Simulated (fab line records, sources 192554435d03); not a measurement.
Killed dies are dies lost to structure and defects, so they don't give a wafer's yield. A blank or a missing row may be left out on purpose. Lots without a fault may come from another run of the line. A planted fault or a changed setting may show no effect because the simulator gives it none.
Which tool did it? | flow n5_finfet | 10 lots, 30 wafers sampled, at 1 step of a route of 1938

WHAT THE GAUGES READ, wafer by wafer
N5_BEOL_M7_INSPECT_30: inspects for defects (brightfield).
lot  | measured     | on                | raw_defect_count
L610 | day 9 00:05  | defect_inspect-01 | 389 402 266
L611 | day 9 07:58  | defect_inspect-02 | 463 456 378
L618 | day 11 15:41 | defect_inspect-02 | 331 497 296
L619 | day 12 02:09 | defect_inspect-02 | 561 573 365
L620 | day 12 04:23 | defect_inspect-01 | 373 442 497
L628 | day 13 23:13 | defect_inspect-01 | 359 456 325
L629 | day 14 06:13 | defect_inspect-02 | 271 496 394
L630 | day 14 16:14 | defect_inspect-02 | 355 298 374
L633 | day 15 08:03 | defect_inspect-02 | 592 512 504
L632 | day 15 10:04 | defect_inspect-01 | 577 394 468

WHICH TOOL RAN EACH LOT (tool, then ch and the chambers of the sampled wafers, then the start)
The record holds no process step before these readings.

WHAT THE TOOLS THEMSELVES READ (means of the sampled wafers that have a number; where no wafer has one, the mark that the record gives instead)
The record holds no such reading with a usual standard deviation.

THE ANSWER, worked out from the rows above alone
Rule: what is usual is taken from the lots themselves. Put in order of their means at a reading, lots are off if they are a third of the lots or fewer, leave a main group of 4 or more, and stand apart from it by a gap of 3 or more times the standard deviation of the main group's means; of several such gaps the widest counts. A main group whose means are all the same, to the digits that the tables above print for the reading, isn't used. A lot without any number at a reading at which 4 lots or more have one is off too. The other lots that the step has rows for count as sound. The gauges are gone through in route order, then the tools' own readings, and for those a lot's mean is taken as printed above. The first step at which some lot is off is used, and at that step the reading that is off furthest; a lot without a number counts as furthest.
No lot is off at any reading shown: from this, nothing can be told.

WHAT THE SIMULATOR HAD PUT IN
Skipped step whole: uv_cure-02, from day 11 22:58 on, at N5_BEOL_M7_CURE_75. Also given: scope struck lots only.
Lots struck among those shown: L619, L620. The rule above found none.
